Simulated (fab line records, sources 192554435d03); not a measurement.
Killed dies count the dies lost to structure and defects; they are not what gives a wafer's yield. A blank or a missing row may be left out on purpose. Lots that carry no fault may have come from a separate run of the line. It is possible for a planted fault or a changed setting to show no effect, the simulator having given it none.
Split-lot experiment :: flow n5-finfet :: 21 wafers read from 7 lots, route of 1938 steps

ON THE SPLIT
At N5_BEOL_M2_TRENCH_ETCH_37 (etches SiOC in C4F6/O2, target depth 55.555 nm, time 29.2 s), the setting source-w was moved away from the recipe's 355 W on 9 of the 21 wafers read, by -16.2% to +14.1%. All remaining wafers had this setting at the recipe value.

FROM THE SPLIT TO THE READING: what the file shows between them, 2 steps
- N5_BEOL_M2_ETCH_41: etches SiCN in CH3F/O2, target depth 29.9 nm, time 52.5 s
- N5_BEOL_M2_STRIP_97: strips in N2/H2, time 10 s

THE READING
trench-depth-nm, in nm, at N5_BEOL_M2_OCD_MEAS_38. Typical for fault-free wafers on this fab line: 55.7 nm, with standard deviation 0.66 nm.

wafer: L076.1
tool, chamber at the split: rie-diel-03, 3
source-w as run, W: 355
against the recipe: recipe
trench-depth-nm, nm: 55.0
against lot-mates on the recipe: -

wafer: L076.3
tool, chamber at the split: rie-diel-03, 2
source-w as run, W: 392
against the recipe: +10.4%
trench-depth-nm, nm: 56.9
against lot-mates on the recipe: +1.9

wafer: L076.6
tool, chamber at the split: rie-diel-03, 1
source-w as run, W: 392
against the recipe: +10.4%
trench-depth-nm, nm: 57.4
against lot-mates on the recipe: +2.4

wafer: L078.2
tool, chamber at the split: rie-diel-01, 1
source-w as run, W: 355
against the recipe: recipe
trench-depth-nm, nm: 56.2
against lot-mates on the recipe: -

wafer: L078.3
tool, chamber at the split: rie-diel-01, 3
source-w as run, W: 355
against the recipe: recipe
trench-depth-nm, nm: 56.0
against lot-mates on the recipe: -

wafer: L078.6
tool, chamber at the split: rie-diel-01, 1
source-w as run, W: 355
against the recipe: recipe
trench-depth-nm, nm: 55.4
against lot-mates on the recipe: -

wafer: L080.1
tool, chamber at the split: rie-diel-01, 1
source-w as run, W: 355
against the recipe: recipe
trench-depth-nm, nm: 55.9
against lot-mates on the recipe: -

wafer: L080.5
tool, chamber at the split: rie-diel-01, 1
source-w as run, W: 297.5
against the recipe: -16.2%
trench-depth-nm, nm: 52.6
against lot-mates on the recipe: -3.5

wafer: L080.6
tool, chamber at the split: rie-diel-01, 3
source-w as run, W: 355
against the recipe: recipe
trench-depth-nm, nm: 56.3
against lot-mates on the recipe: -

wafer: L086.1
tool, chamber at the split: rie-diel-03, 1
source-w as run, W: 405.2
against the recipe: +14.1%
trench-depth-nm, nm: 57.9
against lot-mates on the recipe: no lot-mate on the recipe

wafer: L086.4
tool, chamber at the split: rie-diel-03, 2
source-w as run, W: 405.2
against the recipe: +14.1%
trench-depth-nm, nm: 57.9
against lot-mates on the recipe: no lot-mate on the recipe

wafer: L086.6
tool, chamber at the split: rie-diel-03, 1
source-w as run, W: 405.2
against the recipe: +14.1%
trench-depth-nm, nm: 57.8
against lot-mates on the recipe: no lot-mate on the recipe

wafer: L085.1
tool, chamber at the split: rie-diel-03, 1
source-w as run, W: 391.9
against the recipe: +10.4%
trench-depth-nm, nm: 58.1
against lot-mates on the recipe: +2.7

wafer: L085.2
tool, chamber at the split: rie-diel-03, 2
source-w as run, W: 355
against the recipe: recipe
trench-depth-nm, nm: 55.4
against lot-mates on the recipe: -

wafer: L085.4
tool, chamber at the split: rie-diel-03, 2
source-w as run, W: 391.9
against the recipe: +10.4%
trench-depth-nm, nm: 57.0
against lot-mates on the recipe: +1.6

wafer: L093.2
tool, chamber at the split: rie-diel-03, 1
source-w as run, W: 355
against the recipe: recipe
trench-depth-nm, nm: 56.0
against lot-mates on the recipe: -

wafer: L093.5
tool, chamber at the split: rie-diel-03, 3
source-w as run, W: 355
against the recipe: recipe
trench-depth-nm, nm: 56.9
against lot-mates on the recipe: -

wafer: L093.6
tool, chamber at the split: rie-diel-03, 2
source-w as run, W: 355
against the recipe: recipe
trench-depth-nm, nm: 56.0
against lot-mates on the recipe: -

wafer: L094.1
tool, chamber at the split: rie-diel-01, 2
source-w as run, W: 355
against the recipe: recipe
trench-depth-nm, nm: 55.2
against lot-mates on the recipe: -

wafer: L094.4
tool, chamber at the split: rie-diel-01, 0
source-w as run, W: 355
against the recipe: recipe
trench-depth-nm, nm: 55.6
against lot-mates on the recipe: -

wafer: L094.6
tool, chamber at the split: rie-diel-01, 0
source-w as run, W: 334.2
against the recipe: -5.9%
trench-depth-nm, nm: 54.7
against lot-mates on the recipe: -0.7

FIT RESULTS
A straight line over all 21 wafers: trench-depth-nm changes by +0.162 nm for each +1% of source-w; r = +0.93; the points scatter about the line by 0.48 nm.
The same after taking each lot's own level away (the mean of its wafers on the recipe; 18 wafers): +0.205 nm for each +1%; r = +0.97; scatter 0.36 nm.
That fit puts the effect of the largest move of source-w on the reading at 3.3 nm.
Measured against the standard deviation above, the lots' own levels, which go from 55.00 to 56.30 nm, span 2.0 times it.
Thus the slope moves with the lot-to-lot level: the two fits are different.
Check: with one of the wafers moved furthest among these (-16.2%) left out of the fit, the line predicts -3.13 nm for it against its lot-mates. Against them it came out at -3.5 nm.
Tool readings at the split's step, against how far the setting was moved: rf-vpp-V r = -0.95.

THESE WAFERS: OTHER SPLITS
Before the reading, these wafers also passed through other splits. Each is held against what the fit with the lots' levels taken away leaves over:
other split on the same wafers: N5_GATE_CUT_DESCUM_18 time-s
wafers away from the commonest value: 6
r with trench-depth-nm (lot level and that fit taken away): -0.11

other split on the same wafers: N5_MOL_CONTACT_COAG_ETCHBACK_135 time-s
wafers away from the commonest value: 8
r with trench-depth-nm (lot level and that fit taken away): +0.25

other split on the same wafers: N5_MOL_CONTACT_COAG_VIA_ETCH_46 bias-w
wafers away from the commonest value: 6
r with trench-depth-nm (lot level and that fit taken away): +0.26

other split on the same wafers: N5_MOL_CONTACT_COAG_CVD_140 target-thk-a
wafers away from the commonest value: 6
r with trench-depth-nm (lot level and that fit taken away): -0.01

other split on the same wafers: N5_BEOL_M0_SAQP_ETCH_88 source-w
wafers away from the commonest value: 8
r with trench-depth-nm (lot level and that fit taken away): -0.30

other split on the same wafers: N5_BEOL_M0_CUTY_COAT_50 spin-rpm
wafers away from the commonest value: 7
r with trench-depth-nm (lot level and that fit taken away): +0.13

other split on the same wafers: N5_BEOL_M1_ETCH_64 bias-w
wafers away from the commonest value: 9
r with trench-depth-nm (lot level and that fit taken away): +0.11

other split on the same wafers: N5_BEOL_M1_ALD_98 ald-cycles
wafers away from the commonest value: 5
r with trench-depth-nm (lot level and that fit taken away): +0.03

other split on the same wafers: N5_BEOL_M1_ETCH_70 time-s
wafers away from the commonest value: 8
r with trench-depth-nm (lot level and that fit taken away): -0.55

THE WHOLE CHAIN: every reading that the file lists as answering this split, in the file's order
step: N5_BEOL_M2_TRENCH_ETCH_37
what it does: etches SiOC in C4F6/O2, target depth 55.555 nm, time 29.2 s
reading: rf-vpp-V
change (the file's fit): -3.21 V for each +1% of the setting
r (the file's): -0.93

step: N5_BEOL_M2_TRENCH_ETCH_37
what it does: etches SiOC in C4F6/O2, target depth 55.555 nm, time 29.2 s
reading: BEOL_M2.feature-depth-nm (the simulator's own value, which no gauge read)
change (the file's fit): +0.206 nm for each +1% of the setting
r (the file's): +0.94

step: N5_BEOL_M2_TRENCH_ETCH_37
what it does: etches SiOC in C4F6/O2, target depth 55.555 nm, time 29.2 s
reading: etch.depth-nm (the simulator's own value, which no gauge read)
change (the file's fit): +0.208 nm for each +1% of the setting
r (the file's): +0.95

step: N5_BEOL_M2_OCD_MEAS_38
what it does: 
reading: trench-depth-nm
change (the file's fit): +0.206 nm for each +1% of the setting
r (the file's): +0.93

FILE'S OWN FIT
trench-depth-nm changes by +0.206 nm for each +1% of source-w, r = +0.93.
